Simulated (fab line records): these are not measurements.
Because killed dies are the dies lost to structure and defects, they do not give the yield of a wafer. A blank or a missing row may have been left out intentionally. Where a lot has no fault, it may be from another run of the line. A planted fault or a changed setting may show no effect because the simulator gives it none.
Problem report, 8D (eight disciplines) form, completed by code    flow n5-finfet    the parts of the form that need people (team, actions taken, sign-off) are left out

1. THE ISSUE
cd-nm at N5_BEOL_M10_CD_MEAS_11 reads a mean of 76.5 nm on 9 wafers of 3 lots; wafers without a fault read 64.0 nm with a standard deviation of 0.48. That puts it +26 standard deviations away from the usual mean.
The step: target cd 64.1 nm.
First observed at day 12 19:52: wafer L439.2, on cd-sem-02. At this step, 24 wafers from 8 lots have a number in the record. Rule for "out" (also "out of limits"): further than 4 standard deviations from the usual mean. Any other wafer with a number is counted as sound.

2. WHAT IT IS, WHAT IT ISN'T
question                     is                               is not
which readings at this step  cd-nm                            -
which lots                   L438, L439, L443                 L427, L433, L445, L446, L447
which wafers of those lots   all that have a number           -
read on which gauges         cd-sem-01, cd-sem-02, cd-sem-03  -
when                         from day 12 19:52                up to then (6 sound wafers); but 9 sound wafers of L445, L446, L447 came after

3. SUSPECTS, AND WHAT RULES EACH OUT
Counting: a tool at any process step up to the reading remains a suspect when it ran all the lots that are out and ran no sound lot after the first of those.
- ruled out: the gauge at N5_BEOL_M10_CD_MEAS_11. The wafers that are out were read on 3 gauges (cd-sem-01, cd-sem-02, cd-sem-03).
- arfi-scanner-01 at N5_BEOL_M10_EXPOSE_08 (exposes mask M10): kept. It processed each lot that is out, first L439 at day 12 19:45, and no sound lot thereafter; up to then, the last sound lot it processed was L433 at day 11 18:24. Out on those wafers are its own readings of exposure-dose-mJ-cm2.
The count leaves arfi-scanner-01 at N5_BEOL_M10_EXPOSE_08.

4. THE CAUSE (what the simulator had put in)
Drift in process parameters on arfi-scanner-01 at N5_BEOL_M10_EXPOSE_08, starting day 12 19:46. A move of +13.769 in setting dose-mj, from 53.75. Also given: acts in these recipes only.
This tool alone remained once counting was done.

5. SEQUENCE OF EFFECTS, ordered by route
Rows list readings where the struck wafers' mean (over those with a number) sits beyond 3 standard deviations from the usual. Readings are gone through only where the record gives a usual standard deviation; hours: the median, over the lots, of the time from a lot's start at the first step in this table giving one to that lot's start at this step; sigmas: the change measured in usual standard deviations.
hours  step                     reading               usual    on struck wafers  change  sigmas
0      N5_BEOL_M10_EXPOSE_08    exposure-dose-mJ-cm2  53.73    65.87             +12.14  +99 or more
0      N5_BEOL_M10_CD_MEAS_11   cd-nm                 64.0 nm  76.5              +12.5   +26
1      N5_BEOL_M10_CD_MEAS_18   cd-nm                 70.0 nm  82.4              +12.4   +24
53     N5_PASSIVATION_PROBE_49  defect-limited-yield  91.5 %   31.5              -60.0   -43
53     N5_PASSIVATION_PROBE_49  killed_at_M4_up       13       709               +696    +99 or more
53     N5_PASSIVATION_PROBE_49  killed-dies           100      808               +708    +44
53     N5_PASSIVATION_PROBE_49  killed-on-rim         13       132               +119    +30
53     N5_PASSIVATION_PROBE_49  sort-n-pass           1080     372               -708    -44
53     N5_PASSIVATION_PROBE_49  sort-yield-pct        91.5 %   31.5              -60.0   -43
Here are the process steps it includes:
- N5_BEOL_M10_EXPOSE_08: exposes mask M10.
- N5_PASSIVATION_PROBE_49

6. WHAT WOULD HAVE CAUGHT IT SOONER
In this record the first reading out of limits at a measuring or inspecting step was taken at day 12 19:52, 0 hours after the fault began at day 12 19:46.
At N5_BEOL_M10_EXPOSE_08, the tool's own readings (exposure-dose-mJ-cm2) were out on each struck wafer the step has a row for, so an alarm limit on them would have fired on the first such wafer.
Lots out: 3; of these, L443 started N5_BEOL_M10_EXPOSE_08 on arfi-scanner-01 after day 12 19:52. Putting the tool on hold at that point would have spared it.
